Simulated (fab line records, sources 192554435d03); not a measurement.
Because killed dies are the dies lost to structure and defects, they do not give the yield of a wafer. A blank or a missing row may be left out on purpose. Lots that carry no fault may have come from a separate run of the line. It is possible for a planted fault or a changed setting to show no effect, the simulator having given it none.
Split-lot trial | flow n5Finfet | 21 wafers read across 7 lots, on a route 1938 steps long

## THE SPLIT ITSELF
At N5_BEOL_M15_CMP_49 (polishes, stops on SiO2, t overpolish 4.9 s, target thk 850 nm), the setting downForcePsi was moved away from the recipe's 2 psi on 6 of the 21 wafers read, by -16.2% to +19.7%. This setting was run at the recipe's value on the other wafers.

The reading comes from the split's own step.

## THE READING
barrierFieldEndpointS, in s, at N5_BEOL_M15_CMP_49 (polishes, stops on SiO2, t overpolish 4.9 s, target thk 850 nm). Fault-free wafers of this fab line usually give 11.30 s, standard deviation 0.23 s.

wafer  | tool, chamber at the split | downForcePsi as run, psi | against the recipe | barrierFieldEndpointS, s | against lot-mates on the recipe
L079.4 | cmp-01, 1                  | 2                        | recipe             | 11.47                    | -
L079.1 | cmp-01, 0                  | 2                        | recipe             | 11.22                    | -
L079.6 | cmp-01, 2                  | 2.394                    | +19.7%             | 9.32                     | -2.03
L080.1 | cmp-04, 0                  | 2                        | recipe             | 10.77                    | -
L080.5 | cmp-04, 2                  | 2                        | recipe             | 11.09                    | -
L080.6 | cmp-04, 3                  | 2                        | recipe             | 11.18                    | -
L082.1 | cmp-01, 0                  | 1.676                    | -16.2%             | 13.57                    | +1.75
L082.2 | cmp-01, 1                  | 2                        | recipe             | 11.82                    | -
L082.6 | cmp-01, 3                  | 1.676                    | -16.2%             | 13.42                    | +1.60
L084.3 | cmp-02, 3                  | 2                        | recipe             | 11.47                    | -
L084.4 | cmp-02, 0                  | 2.254                    | +12.7%             | 9.84                     | -1.63
L084.2 | cmp-02, 1                  | 2.254                    | +12.7%             | 10.16                    | -1.31
L089.4 | cmp-04, 3                  | 2                        | recipe             | 11.55                    | -
L089.3 | cmp-04, 0                  | 2                        | recipe             | 11.26                    | -
L089.5 | cmp-04, 1                  | 2                        | recipe             | 11.51                    | -
L087.4 | cmp-04, 3                  | 2.242                    | +12.1%             | 10.34                    | -1.02
L087.1 | cmp-04, 0                  | 2                        | recipe             | 11.29                    | -
L087.6 | cmp-04, 2                  | 2                        | recipe             | 11.43                    | -
L095.3 | cmp-01, 1                  | 2                        | recipe             | 11.72                    | -
L095.1 | cmp-01, 3                  | 2                        | recipe             | 11.34                    | -
L095.6 | cmp-01, 2                  | 2                        | recipe             | 11.74                    | -

FIT RESULTS
A straight line over all 21 wafers: barrierFieldEndpointS changes by -0.115 s for each +1% of downForcePsi; r = -0.96; the points scatter about the line by 0.26 s.
The same after taking each lot's own level away (the mean of its wafers on the recipe; 21 wafers): -0.104 s for each +1%; r = -0.98; scatter 0.15 s.
Per that fit: largest downForcePsi move, reading shift of 2 s.
The lots' own levels span 11.013 to 11.820 s, that is 3.5 times the standard deviation above.
So the lot-to-lot level changes the slope: the two fits differ.
Check: -2.06 s against its lot-mates is what the line predicts for one of the wafers moved furthest among these (+19.7%) when that wafer is left out of the fit. It came out at -2.03 s against them.
Tool readings at the split's step, against how far the setting was moved: barrierFieldEndpointS r = -0.96.

## OTHER SPLITS APPLIED TO THESE WAFERS
Before the reading, these wafers also passed through other splits. Each is held against what the fit with the lots' levels taken away leaves over:
other split on the same wafers   | wafers away from the commonest value | r with barrierFieldEndpointS (lot level and that fit taken away)
N5_BEOL_M10_COAT_64 spinRpm      | 10                                   | +0.14
N5_BEOL_M11_ETCH_41 timeS        | 5                                    | -0.10
N5_BEOL_M13_TRENCH_ETCH_34 timeS | 9                                    | +0.08
N5_BEOL_M13_SPUTTER_44 timeS     | 4                                    | +0.03
N5_BEOL_M14_SPUTTER_43 powerW    | 6                                    | -0.22
N5_BEOL_M14_SPUTTER_44 powerW    | 9                                    | +0.21

## THE FILE'S OWN FIT
barrierFieldEndpointS changes by -0.102 s for each +1% of downForcePsi, r = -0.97.
